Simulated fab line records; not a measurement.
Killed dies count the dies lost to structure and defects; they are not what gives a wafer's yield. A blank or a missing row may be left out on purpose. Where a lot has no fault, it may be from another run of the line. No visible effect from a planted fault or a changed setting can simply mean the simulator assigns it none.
Which tool did it? | flow nand_harc | 15 lots, 45 wafers sampled, at 4 steps of a route of 1302

## WHAT THE GAUGES SHOWED, per wafer
NHARC_A_SLIT_CD_MEAS_09: the cd target is 300 nm. Usual: cd_nm at 300.0 nm, with a standard deviation of 0.71.
lot  | measured     | on        | cd_nm (nm)        | flag
L937 | day 20 14:17 | cd_sem-01 | 298.3 300.1 300.1 |
L936 | day 20 14:26 | cd_sem-03 | 300.2 300.1 300.5 |
L939 | day 21 07:11 | cd_sem-03 | 298.8 299.2 301.0 |
L938 | day 21 20:06 | cd_sem-01 | 299.8 299.3 300.1 |
L942 | day 23 02:13 | cd_sem-03 | 298.8 300.3 300.1 |
L944 | day 24 02:01 | cd_sem-01 | - - -             | OFF
L946 | day 24 03:59 | cd_sem-02 | - - -             | OFF
L945 | day 24 07:47 | cd_sem-02 | - - -             | OFF
L947 | day 26 02:59 | cd_sem-01 | 299.9 300.4 299.6 |
L952 | day 27 17:29 | cd_sem-01 | 300.6 300.3 300.7 |
L953 | day 28 00:20 | cd_sem-03 | 300.9 300.4 300.6 |
L954 | day 28 00:45 | cd_sem-01 | 298.4 299.9 299.5 |
L955 | day 28 08:31 | cd_sem-02 | 299.9 301.1 300.5 |
L957 | day 28 19:08 | cd_sem-02 | 299.8 300.8 299.9 |
L956 | day 28 20:23 | cd_sem-02 | 299.0 300.7 300.2 |

## WHAT TOOL EACH LOT RAN ON (gives the tool, then ch and the chambers of the sampled wafers, and finally the start)
lot  | NHARC_A_SGD_CUT_ETCH_16                       | NHARC_A_SGD_CUT_CMP_21        | NHARC_A_SLIT_EXPOSE_06
L937 | rie_diel-07 ch 1,2,3, day 20 06:41 or earlier | cmp-03 ch 0,2,3, day 20 06:41 | arfi_scanner-02 ch 0, day 20 14:08
L936 | rie_diel-01 ch 2,3, day 20 06:44 or earlier   | cmp-01 ch 0,1,2, day 20 06:44 | arfi_scanner-03 ch 0, day 20 14:17
L939 | rie_diel-03 ch 0,1,3, day 21 01:39 or earlier | cmp-03 ch 0,1,3, day 21 01:39 | arfi_scanner-01 ch 0, day 21 07:02
L938 | rie_diel-01 ch 0,2,3, day 21 13:08 or earlier | cmp-04 ch 1,2,3, day 21 13:08 | arfi_scanner-02 ch 0, day 21 19:58
L942 | rie_diel-07 ch 2,3, day 22 20:32 or earlier   | cmp-04 ch 2,3, day 22 20:32   | arfi_scanner-02 ch 0, day 23 02:05
L944 | rie_diel-03 ch 0,3, day 23 20:14 or earlier   | cmp-04 ch 0,2,3, day 23 20:14 | arfi_scanner-01, day 24 01:52
L946 | rie_diel-03 ch 1,2, day 23 20:13 or earlier   | cmp-03 ch 0,1,2, day 23 20:13 | arfi_scanner-02, day 24 03:50
L945 | rie_diel-01 ch 0,2,3, day 23 23:34 or earlier | cmp-04 ch 0,2,3, day 23 23:34 | arfi_scanner-03, day 24 07:38
L947 | rie_diel-07 ch 2,3, day 25 21:25 or earlier   | cmp-03 ch 0,1,2, day 25 21:25 | arfi_scanner-01 ch 0, day 26 02:50
L952 | rie_diel-03 ch 0,2,3, day 27 11:41 or earlier | cmp-01 ch 0,1,3, day 27 11:41 | arfi_scanner-03 ch 0, day 27 17:20
L953 | rie_diel-07 ch 0,1,2, day 27 17:47 or earlier | cmp-01 ch 0,1,3, day 27 17:47 | arfi_scanner-02 ch 0, day 28 00:12
L954 | rie_diel-01 ch 0,1,3, day 27 17:49 or earlier | cmp-03 ch 0,3, day 27 17:49   | arfi_scanner-01 ch 0, day 28 00:37
L955 | rie_diel-01 ch 1,2, day 28 02:16 or earlier   | cmp-01 ch 1,2,3, day 28 02:16 | arfi_scanner-03 ch 0, day 28 08:22
L957 | rie_diel-03 ch 0,1,2, day 28 12:56 or earlier | cmp-01 ch 1,2,3, day 28 12:56 | arfi_scanner-01 ch 0, day 28 19:00
L956 | rie_diel-01 ch 1,2, day 28 12:58 or earlier   | cmp-04 ch 1,2, day 28 12:58   | arfi_scanner-03 ch 0, day 28 20:15
- NHARC_A_SGD_CUT_ETCH_16: etches the open film in C4F8/O2/Ar, target depth 310.5 nm, time 155.2 s.
- NHARC_A_SGD_CUT_CMP_21: polishes, target thk 148.19 nm.
- NHARC_A_SLIT_EXPOSE_06: exposes mask SLIT.

## WHAT THE TOOLS THEMSELVES READ (means of the sampled wafers that have a number; where no wafer has one, the mark that the record gives instead)
NHARC_A_SGD_CUT_ETCH_16. Usual: oes_product_au 0.971 a.u., standard deviation 0.018; rf_vpp_V 722 V, standard deviation 4.6.
lot  | tool        | oes_product_au (a.u.) | rf_vpp_V (V) | flag
L937 | rie_diel-07 | 0.969                 | 720          |
L936 | rie_diel-01 | 0.997                 | 719          |
L939 | rie_diel-03 | 0.972                 | 726          |
L938 | rie_diel-01 | 0.954                 | 721          |
L942 | rie_diel-07 | 0.962                 | 722          |
L944 | rie_diel-03 | 0.945                 | 728          |
L946 | rie_diel-03 | 0.965                 | 722          |
L945 | rie_diel-01 | 0.981                 | 720          |
L947 | rie_diel-07 | 0.954                 | 722          |
L952 | rie_diel-03 | 0.978                 | 728          |
L953 | rie_diel-07 | 0.970                 | 717          |
L954 | rie_diel-01 | 0.989                 | 723          |
L955 | rie_diel-01 | 0.962                 | 727          |
L957 | rie_diel-03 | 0.979                 | 724          |
L956 | rie_diel-01 | 0.964                 | 725          |

NHARC_A_SGD_CUT_CMP_21. Usual: motor_current_A 12.5 A, standard deviation 0.98; pad_life_wafers 187, standard deviation 100; time_to_endpoint_s 51 s, standard deviation 3.5.
lot  | tool   | motor_current_A (A) | pad_life_wafers | time_to_endpoint_s (s) | flag
L937 | cmp-03 | 12.6                | 302             | 51                     |
L936 | cmp-01 | 13.0                | 273             | 54                     |
L939 | cmp-03 | 12.6                | 32              | 51                     |
L938 | cmp-04 | 12.6                | 332             | 50                     |
L942 | cmp-04 | 13.7                | 67              | 50                     |
L944 | cmp-04 | 12.6                | 182             | 49                     |
L946 | cmp-03 | 11.5                | 266             | 52                     |
L945 | cmp-04 | 13.0                | 187             | 50                     |
L947 | cmp-03 | 12.0                | 80              | 51                     |
L952 | cmp-01 | 12.7                | 224             | 51                     |
L953 | cmp-01 | 12.9                | 253             | 52                     |
L954 | cmp-03 | 12.8                | 242             | 50                     |
L955 | cmp-01 | 12.5                | 290             | 56                     |
L957 | cmp-01 | 12.7                | 355             | 52                     |
L956 | cmp-04 | 12.2                | 235             | 50                     |

NHARC_A_SLIT_EXPOSE_06. Usual: exposure_dose_mJ_cm2 60.78, standard deviation 0.068; focus_offset_nm 0.1 nm, standard deviation 0.5.
lot  | tool            | exposure_dose_mJ_cm2 | focus_offset_nm (nm) | flag
L937 | arfi_scanner-02 | 60.75                | -0.6                 |
L936 | arfi_scanner-03 | 60.89                | -0.1                 |
L939 | arfi_scanner-01 | 60.79                | 0.5                  |
L938 | arfi_scanner-02 | 60.85                | 0.5                  |
L942 | arfi_scanner-02 | 60.72                | 0.6                  |
L944 | arfi_scanner-01 | -                    | -                    | OFF
L946 | arfi_scanner-02 | -                    | -                    | OFF
L945 | arfi_scanner-03 | -                    | -                    | OFF
L947 | arfi_scanner-01 | 60.78                | 0.5                  |
L952 | arfi_scanner-03 | 60.78                | 0.2                  |
L953 | arfi_scanner-02 | 60.70                | -0.0                 |
L954 | arfi_scanner-01 | 60.78                | 0.2                  |
L955 | arfi_scanner-03 | 60.93                | -0.6                 |
L957 | arfi_scanner-01 | 60.73                | 0.2                  |
L956 | arfi_scanner-03 | 60.80                | -0.1                 |

## THE ANSWER, worked out from the rows above alone
Rule: a lot counts as off when the mean over its wafers that have a number is more than 3 standard deviations away from the usual mean. Also off: a lot with no number at a reading for which 4 or more lots have one. All remaining lots with rows at the step are treated as sound. After the gauges, taken in route order, come the tools' own readings; for these a lot's mean is taken, as printed above. The first step at which some lot is off is used, and at that step the reading that is off furthest; a lot without a number counts as furthest.
Off: L944, L946, L945, at NHARC_A_SLIT_CD_MEAS_09 (cd_nm). Without a number there: L944, L946, L945.
If a tool, at a process step before that reading, ran all the lots that are off and no sound lot after the first of them, it fits. Not tried: the gauges at NHARC_A_SLIT_CD_MEAS_09; whatever is off there is also off at NHARC_A_SLIT_EXPOSE_06, on other tools, and gauge error can't account for it. With no start given for some of its lots, NHARC_A_SGD_CUT_ETCH_16 uses the hours and lot order of NHARC_A_SGD_CUT_CMP_21. No candidate that was tried fits.

## WHAT HAD BEEN PUT IN BY THE SIMULATOR
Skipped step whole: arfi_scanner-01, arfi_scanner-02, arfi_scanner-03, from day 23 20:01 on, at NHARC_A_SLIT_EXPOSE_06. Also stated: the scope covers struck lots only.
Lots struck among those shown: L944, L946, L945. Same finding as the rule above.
